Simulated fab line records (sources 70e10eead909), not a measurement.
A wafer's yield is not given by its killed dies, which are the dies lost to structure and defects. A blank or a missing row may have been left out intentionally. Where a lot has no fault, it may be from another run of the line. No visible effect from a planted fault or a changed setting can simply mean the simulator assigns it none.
fab line records | flow nandHarc | part 1 of 2: steps 1 to 22 of 33
record: lots: 5 | wafers: 15 | lastDay: 33
route steps=1302 shown A_STAIRCASE@690
lots with no fault: from the same line, run without faults
startH: hours from the record's opening day to when the first of the lot's shown wafers began | waitH: how many hours have passed since the lot's step before this one | " identical to the entry in the row above | L1.1+2: one row covering several wafers at once | - no value, or no start was given | * or withheld: withheld | < > ~ a bound
route shown NAME@n: NAME is a module with steps in the file, n the number in the route of the first one | usual: the fault-free wafers' mean and standard deviation | same: alike in all rows | chamber/n: place in a boat | sites: each site's reading | _std_site: how widely they spread, as a standard deviation | _edge_site: the outer-site mean with the inner-site mean subtracted | radiusMm: for every site, how far away it sits from the centre of the wafer | mask NAME#n: copy n | behind: tool/chamber where the wafer was last shaped | hold: cause of the lot's hold/its duration in hours/its outcome | device: which transistor (n, p or np) failed to switch | end of line: tests of these same wafers at the route's end | a step with no rows: only its recipe | killed: not the wafer's yield, but the dies lost to structure and defects at the first sort | map: a wafer's dies, x killed, . not, _ none there
set.NAME: setting as actually run; set.NAME@STEP: the setting as run at that earlier step | model.NAME: the simulator's own value behind a step, which no gauge read
a table for each step, a row for each wafer; lots at some steps of the route
services: the hour from which a tool's chamber was out of use, counted from the record's first day as startH (under 0 if before that day), plus the number of hours and why
== steps ==
step: NHARC_A_STAIRCASE_DEHYDRATE_176
recipe: tempC: 150 | timeS: 120
lot.wafer  | tool          | chamber | startH | waitH
L082.2+3+6 | lithoTrack-07 | 0       | 436.77 | -
L086.1+5+6 | lithoTrack-03 | 0       | 470.87 | -
L092.1+3+4 | lithoTrack-02 | 0       | 549.06 | -
L093.2+3+4 | lithoTrack-03 | 0       | 549.60 | -
L094.2+4+5 | lithoTrack-07 | 0       | 568.80 | -
step: NHARC_A_STAIRCASE_HMDS_177
recipe: timeS: 30
lot.wafer  | tool          | chamber | startH | waitH
L082.2+3+6 | lithoTrack-07 | 0       | -      | -
L086.1+5+6 | lithoTrack-03 | 0       | -      | -
L092.1+3+4 | lithoTrack-02 | 0       | -      | -
L093.2+3+4 | lithoTrack-03 | 0       | -      | -
L094.2+4+5 | lithoTrack-07 | 0       | -      | -
step: NHARC_A_STAIRCASE_COAT_178
recipe: spinRpm: 1200
lot.wafer  | tool          | chamber | startH | waitH
L082.2+3+6 | lithoTrack-07 | 0       | -      | -
L086.1+5+6 | lithoTrack-03 | 0       | -      | -
L092.1+3+4 | lithoTrack-02 | 0       | -      | -
L093.2+3+4 | lithoTrack-03 | 0       | -      | -
L094.2+4+5 | lithoTrack-07 | 0       | -      | -
step: NHARC_A_STAIRCASE_SOFTBAKE_179
recipe: tempC: 135 | timeS: 170
lot.wafer  | tool          | chamber | startH | waitH
L082.2+3+6 | lithoTrack-07 | 0       | -      | -
L086.1+5+6 | lithoTrack-03 | 0       | -      | -
L092.1+3+4 | lithoTrack-02 | 0       | -      | -
L093.2+3+4 | lithoTrack-03 | 0       | -      | -
L094.2+4+5 | lithoTrack-07 | 0       | -      | -
step: NHARC_A_STAIRCASE_EBR_180
lot.wafer  | tool          | chamber | startH | waitH
L082.2+3+6 | lithoTrack-07 | 0       | -      | -
L086.1+5+6 | lithoTrack-03 | 0       | -      | -
L092.1+3+4 | lithoTrack-02 | 0       | -      | -
L093.2+3+4 | lithoTrack-03 | 0       | -      | -
L094.2+4+5 | lithoTrack-07 | 0       | -      | -
step: NHARC_A_STAIRCASE_EXPOSE_181
recipe: na: 0.5 | doseMj: 27.87 | maskId: STAIR_2
lot.wafer  | tool          | chamber | startH | waitH | mask
L082.2+3+6 | krfScanner-02 | 0       | 436.98 | -     | STAIR_2#0
L086.1+5+6 | krfScanner-04 | 0       | 471.21 | -     | STAIR_2#0
L092.1+3+4 | krfScanner-01 | 0       | 549.26 | -     | STAIR_2#0
L093.2+3+4 | krfScanner-02 | 0       | 549.93 | -     | STAIR_2#0
L094.2+4+5 | krfScanner-04 | 0       | 569.14 | -     | STAIR_2#0
step: NHARC_A_STAIRCASE_PEB_182
recipe: pebTempC: 115 | pebTimeS: 130
lot.wafer  | tool          | chamber | startH | waitH
L082.2+3+6 | lithoTrack-02 | 0       | 437.04 | 0.1
L086.1+5+6 | lithoTrack-07 | 0       | 471.28 | 0.1
L092.1+3+4 | lithoTrack-07 | 0       | 549.33 | 0.1
L093.2+3+4 | lithoTrack-07 | 0       | 549.99 | 0.1
L094.2+4+5 | lithoTrack-02 | 0       | 569.20 | 0.1
step: NHARC_A_STAIRCASE_DEVELOP_183
recipe: timeS: 140
lot.wafer  | tool          | chamber | startH | waitH
L082.2+3+6 | lithoTrack-02 | 0       | -      | -
L086.1+5+6 | lithoTrack-07 | 0       | -      | -
L092.1+3+4 | lithoTrack-07 | 0       | -      | -
L093.2+3+4 | lithoTrack-07 | 0       | -      | -
L094.2+4+5 | lithoTrack-02 | 0       | -      | -
step: NHARC_A_STAIRCASE_HARDBAKE_185
recipe: tempC: 120 | timeS: 140
lot.wafer  | tool          | chamber | startH | waitH
L082.2+3+6 | lithoTrack-07 | 0       | 437.26 | -
L086.1+5+6 | lithoTrack-03 | 0       | 471.50 | -
L092.1+3+4 | lithoTrack-02 | 0       | 549.55 | -
L093.2+3+4 | lithoTrack-02 | 0       | 550.22 | -
L094.2+4+5 | lithoTrack-07 | 0       | 569.42 | -
step: NHARC_A_STAIRCASE_DESCUM_186
recipe: timeS: 3 | o2FlowSccm: 200 | arFlowSccm: 0 | biasPowerW: 0 | chemistry: O2
usual: drypumpMotorCurrentA: 5.9/0.38 | oesProductAu: 1.000/0.0098 | rfVppV: 57.7/0.83 | showerheadPlenumPTorr: 1.88/0.07 | throttleValvePct: 11.312/0.0087
lot.wafer | tool       | chamber | startH | waitH | drypumpMotorCurrentA | oesProductAu | rfHoursCounterH | rfVppV | showerheadPlenumPTorr | throttleValvePct
L082.3    | rieDiel-03 | 2       | 437.35 | -     | 4.9                  | 1.007        | 51              | 59.6   | 1.91                  | 11.322
L082.2    | "          | 1       | "      | "     | 5.7                  | 1.005        | 52              | 58.1   | 1.94                  | 11.322
L082.6    | "          | 2       | "      | "     | 4.9                  | 1.000        | -               | 57.6   | 1.91                  | 11.303
L086.1    | rieDiel-12 | 2       | 471.60 | -     | 5.6                  | 0.995        | 9               | 57.9   | 1.92                  | 11.293
L086.6    | "          | 1       | "      | "     | 6.2                  | 1.010        | -               | 57.6   | 1.92                  | 11.319
L086.5    | "          | 2       | "      | "     | 5.6                  | 0.997        | -               | 57.0   | 1.92                  | 11.312
L092.3    | rieDiel-05 | 2       | 549.65 | -     | 5.4                  | 1.011        | 40              | 57.5   | 1.89                  | 11.307
L092.1    | "          | 3       | "      | "     | 5.7                  | 1.005        | 43              | 59.0   | 1.96                  | 11.301
L092.4    | "          | 3       | "      | "     | 5.7                  | 0.988        | -               | 58.6   | 1.96                  | 11.295
L093.4    | rieDiel-12 | 2       | 550.31 | -     | 5.6                  | 1.005        | 33              | 57.2   | 1.92                  | 11.324
L093.2    | "          | 3       | "      | "     | 6.1                  | 1.005        | 36              | 56.1   | 1.78                  | 11.322
L093.3    | "          | 1       | "      | "     | 6.2                  | 1.003        | 34              | 57.9   | 1.91                  | 11.307
L094.2    | rieDiel-12 | 3       | 569.53 | -     | 6.1                  | 1.007        | 39              | 56.6   | 1.78                  | 11.317
L094.5    | "          | 0       | "      | "     | 6.2                  | 1.007        | -               | 58.0   | 1.83                  | 11.304
L094.4    | "          | 1       | "      | "     | 6.2                  | 1.012        | -               | 56.6   | 1.91                  | 11.305
step: NHARC_A_STAIRCASE_TRIM_187
recipe: timeS: 211.2 | o2FlowSccm: 500 | arFlowSccm: 0 | biasW: 0 | chemistry: O2
usual: drypumpMotorCurrentA: 5.9/0.39 | oesProductAu: 1.000/0.01 | rfVppV: 57.6/0.91 | showerheadPlenumPTorr: 3.46/0.12 | throttleValvePct: 17.037/0.0094
lot.wafer | tool       | chamber | startH | waitH | drypumpMotorCurrentA | oesProductAu | rfHoursCounterH | rfVppV | showerheadPlenumPTorr | throttleValvePct
L082.3    | rieDiel-03 | 2       | 437.43 | 0.1   | 5.0                  | 0.992        | 51              | 58.3   | 3.53                  | 17.031
L082.2    | "          | 3       | "      | "     | 5.9                  | 0.986        | 47              | 56.9   | 3.27                  | 17.023
L082.6    | "          | 3       | "      | "     | 5.9                  | 0.986        | -               | 57.6   | 3.27                  | 17.009
L086.1    | rieDiel-12 | 1       | 471.70 | 0.1   | 6.2                  | 1.005        | 9               | 58.3   | 3.54                  | 17.038
L086.6    | "          | 3       | "      | "     | 6.1                  | 1.008        | -               | 57.6   | 3.32                  | 17.042
L086.5    | "          | 0       | "      | "     | 6.2                  | 1.006        | -               | 56.6   | 3.39                  | 17.035
L092.1    | rieDiel-05 | 1       | 549.76 | 0.1   | 6.2                  | 0.985        | 47              | 57.3   | 3.29                  | 17.037
L092.3    | "          | 2       | "      | "     | 5.4                  | 0.994        | 40              | 57.9   | 3.49                  | 17.043
L092.4    | "          | 2       | "      | "     | 5.4                  | 0.999        | -               | 57.8   | 3.49                  | 17.031
L093.3    | rieDiel-12 | 3       | 550.40 | 0.1   | 6.1                  | 1.006        | 36              | 56.4   | 3.30                  | 17.041
L093.2    | "          | 0       | "      | "     | 6.2                  | 1.001        | 35              | 57.9   | 3.38                  | 17.027
L093.4    | "          | 1       | "      | "     | 6.2                  | 1.008        | 34              | 59.8   | 3.53                  | 17.033
L094.2    | rieDiel-12 | 0       | 569.61 | 0.1   | 6.2                  | 0.992        | 39              | 57.1   | 3.38                  | 17.029
L094.5    | "          | 0       | "      | "     | 6.2                  | 0.991        | -               | 57.1   | 3.38                  | 17.045
L094.4    | "          | 3       | "      | "     | 6.1                  | 0.993        | -               | 57.0   | 3.30                  | 17.051
step: NHARC_A_STAIRCASE_ETCH_188
recipe: targetDepthA: 1000 | timeS: 40.5 | ionEnergyEv: 400 | c4f8FlowSccm: 20 | o2FlowSccm: 10 | arFlowSccm: withheld | rfW: 600 | biasW: 1000 | chemistry: C4F8/O2
usual: oesProductAu: 0.943/0.011 | rfVppV: 894/4.4
lot.wafer | tool       | chamber | startH | waitH | oesProductAu | rfHoursCounterH | rfVppV
L082.3    | rieDiel-03 | 2       | -      | -     | 0.948        | 51              | 896
L082.2    | "          | 3       | "      | "     | 0.935        | 47              | 886
L082.6    | "          | 3       | "      | "     | 0.933        | -               | 887
L086.1    | rieDiel-12 | 1       | -      | -     | 0.946        | 9               | 896
L086.6    | "          | 2       | "      | "     | 0.939        | -               | 895
L086.5    | "          | 3       | "      | "     | 0.961        | -               | 889
L092.3    | rieDiel-05 | 3       | -      | -     | 0.945        | 43              | 898
L092.1    | "          | 2       | "      | "     | 0.953        | 40              | 894
L092.4    | "          | 2       | "      | "     | 0.943        | -               | 895
L093.4    | rieDiel-12 | 3       | -      | -     | 0.929        | 36              | 886
L093.2    | "          | 0       | "      | "     | 0.944        | 35              | 890
L093.3    | "          | 1       | "      | "     | 0.956        | 34              | 896
L094.2    | rieDiel-12 | 0       | -      | -     | 0.938        | 39              | 890
L094.4    | "          | 0       | "      | "     | 0.935        | -               | 890
L094.5    | "          | 1       | "      | "     | 0.944        | -               | 896
step: NHARC_A_STAIRCASE_TRIM_189
recipe: timeS: 211.2 | o2FlowSccm: 500 | arFlowSccm: 0 | biasW: 0 | chemistry: O2
usual: drypumpMotorCurrentA: 5.9/0.39 | oesProductAu: 1.000/0.0092 | rfVppV: 57.6/0.89 | showerheadPlenumPTorr: 3.47/0.12 | throttleValvePct: 17.038/0.0094
lot.wafer | tool       | chamber | startH | waitH | drypumpMotorCurrentA | oesProductAu | rfHoursCounterH | rfVppV | showerheadPlenumPTorr | throttleValvePct
L082.2    | rieDiel-03 | 1       | -      | -     | 5.7                  | 1.016        | 52              | 56.8   | 3.57                  | 17.031
L082.3    | "          | 0       | "      | "     | 6.6                  | 0.994        | 45              | 57.5   | 3.64                  | 17.040
L082.6    | "          | 2       | "      | "     | 4.9                  | 1.006        | -               | 57.1   | 3.53                  | 17.050
L086.1    | rieDiel-12 | 2       | -      | -     | 5.6                  | 0.993        | 9               | 58.0   | 3.54                  | 17.027
L086.5    | "          | 3       | "      | "     | 6.1                  | 1.006        | -               | 56.3   | 3.32                  | 17.030
L086.6    | "          | 0       | "      | "     | 6.2                  | 0.996        | -               | 57.3   | 3.39                  | 17.034
L092.1    | rieDiel-05 | 1       | -      | -     | 6.1                  | 0.989        | 47              | 58.5   | 3.29                  | 17.035
L092.3    | "          | 3       | "      | "     | 5.8                  | 0.993        | 43              | 58.6   | 3.61                  | 17.021
L092.4    | "          | 1       | "      | "     | 6.1                  | 0.985        | -               | 58.2   | 3.29                  | 17.065
L093.2    | rieDiel-12 | 3       | -      | -     | 6.1                  | 1.006        | 36              | 58.7   | 3.31                  | 17.042
L093.3    | "          | 0       | "      | "     | 6.2                  | 1.006        | 35              | 55.9   | 3.38                  | 17.035
L093.4    | "          | 2       | "      | "     | 5.6                  | 1.010        | 33              | 58.8   | 3.53                  | 17.061
L094.2    | rieDiel-12 | 1       | -      | -     | 6.2                  | 1.011        | 37              | 56.6   | 3.53                  | 17.036
L094.4    | "          | 0       | "      | "     | 6.2                  | 0.990        | -               | 58.5   | 3.38                  | 17.048
L094.5    | "          | 3       | "      | "     | 6.1                  | 0.996        | -               | 57.7   | 3.30                  | 17.041
step: NHARC_A_STAIRCASE_ETCH_190
recipe: targetDepthA: 1000 | timeS: 40.5 | ionEnergyEv: 400 | c4f8FlowSccm: 20 | o2FlowSccm: 10 | arFlowSccm: withheld | rfW: 600 | biasW: 1000 | chemistry: C4F8/O2
usual: oesProductAu: 0.942/0.011 | rfVppV: 894/4.5
lot.wafer | tool       | chamber | startH | waitH | oesProductAu | rfHoursCounterH | rfVppV
L082.2    | rieDiel-03 | 0       | -      | -     | 0.956        | 45              | 899
L082.3    | "          | 2       | "      | "     | 0.964        | 51              | 897
L082.6    | "          | 1       | "      | "     | 0.955        | -               | 898
L086.1    | rieDiel-12 | 2       | -      | -     | 0.950        | 9               | 896
L086.5    | "          | 2       | "      | "     | 0.948        | -               | 896
L086.6    | "          | 3       | "      | "     | 0.954        | -               | 889
L092.1    | rieDiel-05 | 2       | -      | -     | 0.945        | 40              | 894
L092.3    | "          | 3       | "      | "     | 0.942        | 43              | 898
L092.4    | "          | 3       | "      | "     | 0.938        | -               | 899
L093.3    | rieDiel-12 | 2       | -      | -     | 0.944        | 33              | 895
L093.4    | "          | 3       | "      | "     | 0.946        | 36              | 888
L093.2    | "          | 1       | "      | "     | 0.952        | 34              | 898
L094.2    | rieDiel-12 | 3       | -      | -     | 0.951        | 40              | 887
L094.5    | "          | 1       | "      | "     | 0.945        | -               | 896
L094.4    | "          | 3       | "      | "     | 0.946        | -               | 889
step: NHARC_A_STAIRCASE_TRIM_191
recipe: timeS: 211.2 | o2FlowSccm: 500 | arFlowSccm: 0 | biasW: 0 | chemistry: O2
usual: drypumpMotorCurrentA: 5.9/0.38 | oesProductAu: 1.000/0.0096 | rfVppV: 57.5/0.8 | showerheadPlenumPTorr: 3.47/0.12 | throttleValvePct: 17.036/0.0097
lot.wafer | tool       | chamber | startH | waitH | drypumpMotorCurrentA | oesProductAu | rfHoursCounterH | rfVppV | showerheadPlenumPTorr | throttleValvePct
L082.2    | rieDiel-03 | 1       | -      | -     | 5.7                  | 1.015        | 53              | 59.3   | 3.57                  | 17.040
L082.3    | "          | 3       | "      | "     | 5.9                  | 0.999        | 47              | 57.9   | 3.27                  | 17.036
L082.6    | "          | 2       | "      | "     | 5.0                  | 1.008        | -               | 55.9   | 3.53                  | 17.042
L086.1    | rieDiel-12 | 0       | -      | -     | 6.2                  | 1.006        | 9               | 57.7   | 3.39                  | 17.032
L086.6    | "          | 3       | "      | "     | 6.1                  | 1.004        | -               | 57.8   | 3.32                  | 17.030
L086.5    | "          | 0       | "      | "     | 6.2                  | 1.002        | -               | 57.2   | 3.39                  | 17.045
L092.1    | rieDiel-05 | 1       | -      | -     | 6.2                  | 0.985        | 48              | 57.0   | 3.29                  | 17.034
L092.3    | "          | 2       | "      | "     | 5.4                  | 0.994        | 40              | 57.4   | 3.49                  | 17.052
L092.4    | "          | 3       | "      | "     | 5.7                  | 0.984        | -               | 56.5   | 3.61                  | 17.024
L093.2    | rieDiel-12 | 2       | -      | -     | 5.6                  | 1.014        | 33              | 56.7   | 3.53                  | 17.046
L093.3    | "          | 3       | "      | "     | 6.1                  | 1.005        | 36              | 56.8   | 3.30                  | 17.047
L093.4    | "          | 0       | "      | "     | 6.2                  | 1.008        | 35              | 57.2   | 3.38                  | 17.032
L094.2    | rieDiel-12 | 3       | -      | -     | 6.1                  | 0.999        | 40              | 57.7   | 3.30                  | 17.037
L094.4    | "          | 0       | "      | "     | 6.2                  | 1.008        | -               | 57.2   | 3.38                  | 17.028
L094.5    | "          | 3       | "      | "     | 6.1                  | 1.020        | -               | 57.7   | 3.30                  | 17.030
step: NHARC_A_STAIRCASE_ETCH_192
recipe: targetDepthA: 1000 | timeS: 40.5 | ionEnergyEv: 400 | c4f8FlowSccm: 20 | o2FlowSccm: 10 | arFlowSccm: withheld | rfW: 600 | biasW: 1000 | chemistry: C4F8/O2
usual: oesProductAu: 0.944/0.015 | rfVppV: 894/4.4
lot.wafer | tool       | chamber | startH | waitH | oesProductAu | rfHoursCounterH | rfVppV
L082.3    | rieDiel-03 | 3       | -      | -     | 0.946        | 47              | 885
L082.2    | "          | 2       | "      | "     | 0.937        | 52              | 895
L082.6    | "          | 3       | "      | "     | 0.947        | -               | 886
L086.1    | rieDiel-12 | 3       | -      | -     | 0.942        | 9               | 888
L086.5    | "          | 0       | "      | "     | 0.932        | -               | 890
L086.6    | "          | 1       | "      | "     | 0.950        | -               | 898
L092.3    | rieDiel-05 | 3       | -      | -     | 0.930        | 44              | 898
L092.1    | "          | 1       | "      | "     | 0.928        | 48              | 887
L092.4    | "          | 3       | "      | "     | 0.931        | -               | 899
L093.4    | rieDiel-12 | 0       | -      | -     | 0.946        | 35              | 890
L093.3    | "          | 1       | "      | "     | 0.946        | 34              | 897
L093.2    | "          | 2       | "      | "     | 0.937        | 33              | 897
L094.2    | rieDiel-12 | 3       | -      | -     | 0.952        | 40              | 887
L094.4    | "          | 3       | "      | "     | 0.950        | -               | 887
L094.5    | "          | 0       | "      | "     | 0.948        | -               | 891
step: NHARC_A_STAIRCASE_TRIM_193
recipe: timeS: 211.2 | o2FlowSccm: 500 | arFlowSccm: 0 | biasW: 0 | chemistry: O2
usual: drypumpMotorCurrentA: 5.9/0.37 | oesProductAu: 0.998/0.01 | rfVppV: 57.6/0.88 | showerheadPlenumPTorr: 3.47/0.12 | throttleValvePct: 17.036/0.009
lot.wafer | tool       | chamber | startH | waitH | drypumpMotorCurrentA | oesProductAu | rfHoursCounterH | rfVppV | showerheadPlenumPTorr | throttleValvePct
L082.2    | rieDiel-03 | 0       | -      | -     | 6.5                  | 1.005        | 45              | 58.6   | 3.64                  | 17.032
L082.3    | "          | 2       | "      | "     | 5.0                  | 1.013        | 52              | 57.2   | 3.53                  | 17.040
L082.6    | "          | 0       | "      | "     | 6.5                  | 1.002        | -               | 59.8   | 3.64                  | 17.035
L086.1    | rieDiel-12 | 0       | -      | -     | 6.2                  | 1.004        | 9               | 57.2   | 3.39                  | 17.045
L086.5    | "          | 3       | "      | "     | 6.1                  | 1.008        | -               | 56.3   | 3.32                  | 17.038
L086.6    | "          | 0       | "      | "     | 6.2                  | 0.996        | -               | 56.5   | 3.39                  | 17.033
L092.3    | rieDiel-05 | 1       | -      | -     | 6.1                  | 0.990        | 48              | 57.6   | 3.29                  | 17.035
L092.1    | "          | 2       | "      | "     | 5.4                  | 0.993        | 40              | 58.3   | 3.49                  | 17.039
L092.4    | "          | 1       | "      | "     | 6.1                  | 0.981        | -               | 58.2   | 3.29                  | 17.039
L093.3    | rieDiel-12 | 2       | -      | -     | 5.6                  | 1.007        | 33              | 58.1   | 3.53                  | 17.050
L093.2    | "          | 0       | "      | "     | 6.2                  | 0.994        | 35              | 56.5   | 3.38                  | 17.032
L093.4    | "          | 1       | "      | "     | 6.2                  | 1.010        | 34              | 58.9   | 3.53                  | 17.037
L094.2    | rieDiel-12 | 3       | -      | -     | 6.1                  | 1.008        | 40              | 57.9   | 3.30                  | 17.028
L094.4    | "          | 1       | "      | "     | 6.2                  | 0.990        | -               | 57.7   | 3.53                  | 17.030
L094.5    | "          | 3       | "      | "     | 6.2                  | 0.991        | -               | 58.2   | 3.30                  | 17.030
step: NHARC_A_STAIRCASE_ETCH_194
recipe: targetDepthA: 1000 | timeS: 40.5 | ionEnergyEv: 400 | c4f8FlowSccm: 20 | o2FlowSccm: 10 | arFlowSccm: withheld | rfW: 600 | biasW: 1000 | chemistry: C4F8/O2
usual: oesProductAu: 0.943/0.016 | rfVppV: 894/4.5
lot.wafer | tool       | chamber | startH | waitH | oesProductAu | rfHoursCounterH | rfVppV
L082.3    | rieDiel-03 | 3       | -      | -     | 0.955        | 47              | 886
L082.2    | "          | 0       | "      | "     | 0.945        | 45              | 899
L082.6    | "          | 2       | "      | "     | 0.943        | -               | 898
L086.1    | rieDiel-12 | 2       | -      | -     | 0.943        | 9               | 898
L086.5    | "          | 1       | "      | "     | 0.950        | -               | 898
L086.6    | "          | 2       | "      | "     | 0.949        | -               | 895
L092.3    | rieDiel-05 | 3       | -      | -     | 0.932        | 44              | 898
L092.1    | "          | 2       | "      | "     | 0.946        | 40              | 894
L092.4    | "          | 3       | "      | "     | 0.930        | -               | 898
L093.2    | rieDiel-12 | 2       | -      | -     | 0.931        | 33              | 898
L093.4    | "          | 3       | "      | "     | 0.943        | 36              | 889
L093.3    | "          | 0       | "      | "     | 0.954        | 35              | 891
L094.2    | rieDiel-12 | 3       | -      | -     | 0.945        | 40              | 888
L094.5    | "          | 3       | "      | "     | 0.945        | -               | 887
L094.4    | "          | 1       | "      | "     | 0.950        | -               | 896
step: NHARC_A_STAIRCASE_TRIM_196
recipe: timeS: 211.2 | o2FlowSccm: 500 | arFlowSccm: 0 | biasW: 0 | chemistry: O2
usual: drypumpMotorCurrentA: 5.9/0.45 | oesProductAu: 1.002/0.0083 | rfVppV: 57.7/0.99 | showerheadPlenumPTorr: 3.50/0.14 | throttleValvePct: 17.036/0.0096
lot.wafer | tool       | chamber | startH | waitH | drypumpMotorCurrentA | oesProductAu | rfHoursCounterH | rfVppV | showerheadPlenumPTorr | throttleValvePct
L082.2    | rieDiel-12 | 2       | 438.50 | 0.1   | 5.6                  | 1.008        | 55              | 59.8   | 3.55                  | 17.046
L082.3    | "          | 3       | "      | "     | 6.1                  | 0.993        | 60              | 58.1   | 3.32                  | 17.037
L082.6    | "          | 1       | "      | "     | 6.2                  | 0.986        | -               | 57.5   | 3.55                  | 17.043
L086.1    | rieDiel-03 | 0       | 472.72 | 0.1   | 6.5                  | 1.018        | 1               | 57.6   | 3.64                  | 17.031
L086.6    | "          | 3       | "      | "     | 5.9                  | 1.003        | -               | 58.1   | 3.81                  | 17.039
L086.5    | "          | 0       | "      | "     | 6.6                  | 1.011        | -               | 57.5   | 3.64                  | 17.039
L092.1    | rieDiel-03 | 3       | 550.92 | 0.1   | 5.9                  | 1.017        | 28              | 58.4   | 3.79                  | 17.043
L092.4    | "          | 0       | "      | "     | 6.6                  | 1.004        | 28              | 58.6   | 3.62                  | 17.031
L092.3    | "          | 2       | "      | "     | 4.9                  | 1.018        | 33              | 59.5   | 3.51                  | 17.044
L093.4    | rieDiel-12 | 3       | 551.44 | 0.1   | 6.2                  | 1.006        | 36              | 55.8   | 3.30                  | 17.051
L093.3    | "          | 0       | "      | "     | 6.2                  | 1.005        | 35              | 58.0   | 3.38                  | 17.027
L093.2    | "          | 1       | "      | "     | 6.2                  | 1.011        | 35              | 57.7   | 3.53                  | 17.037
L094.4    | rieDiel-03 | 3       | 570.78 | 0.1   | 5.9                  | 1.010        | 33              | 57.9   | 3.79                  | 17.051
L094.2    | "          | 2       | "      | "     | 5.0                  | 1.010        | 37              | 57.8   | 3.51                  | 17.042
L094.5    | "          | 3       | "      | "     | 5.9                  | 1.005        | -               | 59.3   | 3.79                  | 17.039
step: NHARC_A_STAIRCASE_ETCH_197
recipe: targetDepthA: 1000 | timeS: 40.5 | ionEnergyEv: 400 | c4f8FlowSccm: 20 | o2FlowSccm: 10 | arFlowSccm: withheld | rfW: 600 | biasW: 1000 | chemistry: C4F8/O2
usual: oesProductAu: 0.952/0.019 | rfVppV: 895/5
lot.wafer | tool       | chamber | startH | waitH | oesProductAu | rfHoursCounterH | rfVppV
L082.2    | rieDiel-12 | 3       | -      | -     | 0.955        | 60              | 888
L082.3    | "          | 1       | "      | "     | 0.945        | 49              | 897
L082.6    | "          | 2       | "      | "     | 0.973        | -               | 898
L086.1    | rieDiel-03 | 1       | -      | -     | 0.961        | 1               | 897
L086.6    | "          | 0       | "      | "     | 0.951        | -               | 900
L086.5    | "          | 1       | "      | "     | 0.956        | -               | 897
L092.3    | rieDiel-03 | 0       | -      | -     | 0.967        | 28              | 900
L092.4    | "          | 1       | "      | "     | 0.975        | 24              | 897
L092.1    | "          | 2       | "      | "     | 0.991        | 33              | 896
L093.3    | rieDiel-12 | 0       | -      | -     | 0.947        | 35              | 890
L093.2    | "          | 1       | "      | "     | 0.946        | 35              | 899
L093.4    | "          | 2       | "      | "     | 0.937        | 33              | 896
L094.2    | rieDiel-03 | 2       | -      | -     | 0.930        | 37              | 895
L094.4    | "          | 3       | "      | "     | 0.928        | 33              | 906
L094.5    | "          | 1       | "      | "     | 0.914        | -               | 897
step: NHARC_A_STAIRCASE_TRIM_198
recipe: timeS: 211.2 | o2FlowSccm: 500 | arFlowSccm: 0 | biasW: 0 | chemistry: O2
usual: drypumpMotorCurrentA: 5.8/0.46 | oesProductAu: 1.002/0.0088 | rfVppV: 57.7/0.88 | showerheadPlenumPTorr: 3.51/0.13 | throttleValvePct: 17.037/0.0092
lot.wafer | tool       | chamber | startH | waitH | drypumpMotorCurrentA | oesProductAu | rfHoursCounterH | rfVppV | showerheadPlenumPTorr | throttleValvePct
L082.3    | rieDiel-12 | 3       | -      | -     | 6.1                  | 0.988        | 60              | 57.6   | 3.32                  | 17.059
L082.2    | "          | 0       | "      | "     | 6.2                  | 1.025        | 53              | 58.3   | 3.40                  | 17.040
L082.6    | "          | 1       | "      | "     | 6.2                  | 0.982        | -               | 58.0   | 3.55                  | 17.047
L086.1    | rieDiel-03 | 0       | -      | -     | 6.5                  | 1.010        | 1               | 57.3   | 3.64                  | 17.042
L086.6    | "          | 1       | "      | "     | 5.7                  | 1.008        | -               | 57.5   | 3.57                  | 17.052
L086.5    | "          | 2       | "      | "     | 5.0                  | 1.007        | -               | 57.4   | 3.52                  | 17.047
L092.3    | rieDiel-03 | 2       | -      | -     | 5.0                  | 1.020        | 33              | 57.5   | 3.51                  | 17.029
L092.1    | "          | 0       | "      | "     | 6.5                  | 1.002        | 28              | 57.4   | 3.62                  | 17.028
L092.4    | "          | 1       | "      | "     | 5.7                  | 0.994        | 24              | 58.0   | 3.56                  | 17.035
L093.2    | rieDiel-12 | 1       | -      | -     | 6.2                  | 1.002        | 35              | 58.1   | 3.53                  | 17.047
L093.3    | "          | 2       | "      | "     | 5.6                  | 0.993        | 33              | 56.7   | 3.53                  | 17.046
L093.4    | "          | 3       | "      | "     | 6.1                  | 1.006        | 36              | 56.9   | 3.31                  | 17.024
L094.4    | rieDiel-03 | 2       | -      | -     | 4.9                  | 1.014        | 37              | 57.3   | 3.51                  | 17.034
L094.2    | "          | 0       | "      | "     | 6.5                  | 1.006        | 32              | 57.4   | 3.62                  | 17.039
L094.5    | "          | 1       | "      | "     | 5.7                  | 0.996        | -               | 57.6   | 3.55                  | 17.035
step: NHARC_A_STAIRCASE_ETCH_199
recipe: targetDepthA: 1000 | timeS: 40.5 | ionEnergyEv: 400 | c4f8FlowSccm: 20 | o2FlowSccm: 10 | arFlowSccm: withheld | rfW: 600 | biasW: 1000 | chemistry: C4F8/O2
usual: oesProductAu: 0.947/0.012 | rfVppV: 895/5.3
lot.wafer | tool       | chamber | startH | waitH | oesProductAu | rfHoursCounterH | rfVppV
L082.2    | rieDiel-12 | 3       | -      | -     | 0.956        | 60              | 889
L082.3    | "          | 2       | "      | "     | 0.968        | 55              | 897
L082.6    | "          | 3       | "      | "     | 0.955        | -               | 888
L086.1    | rieDiel-03 | 3       | -      | -     | 0.953        | 1               | 907
L086.5    | "          | 2       | "      | "     | 0.962        | -               | 895
L086.6    | "          | 3       | "      | "     | 0.958        | -               | 907
L092.3    | rieDiel-03 | 3       | -      | -     | 0.957        | 28              | 905
L092.4    | "          | 0       | "      | "     | 0.961        | 28              | 899
L092.1    | "          | 2       | "      | "     | 0.965        | 33              | 896
L093.3    | rieDiel-12 | 3       | -      | -     | 0.954        | 37              | 888
L093.2    | "          | 0       | "      | "     | 0.959        | 36              | 890
L093.4    | "          | 1       | "      | "     | 0.960        | 35              | 897
L094.2    | rieDiel-03 | 2       | -      | -     | 0.934        | 37              | 894
L094.4    | "          | 1       | "      | "     | 0.932        | 28              | 897
L094.5    | "          | 3       | "      | "     | 0.949        | -               | 906
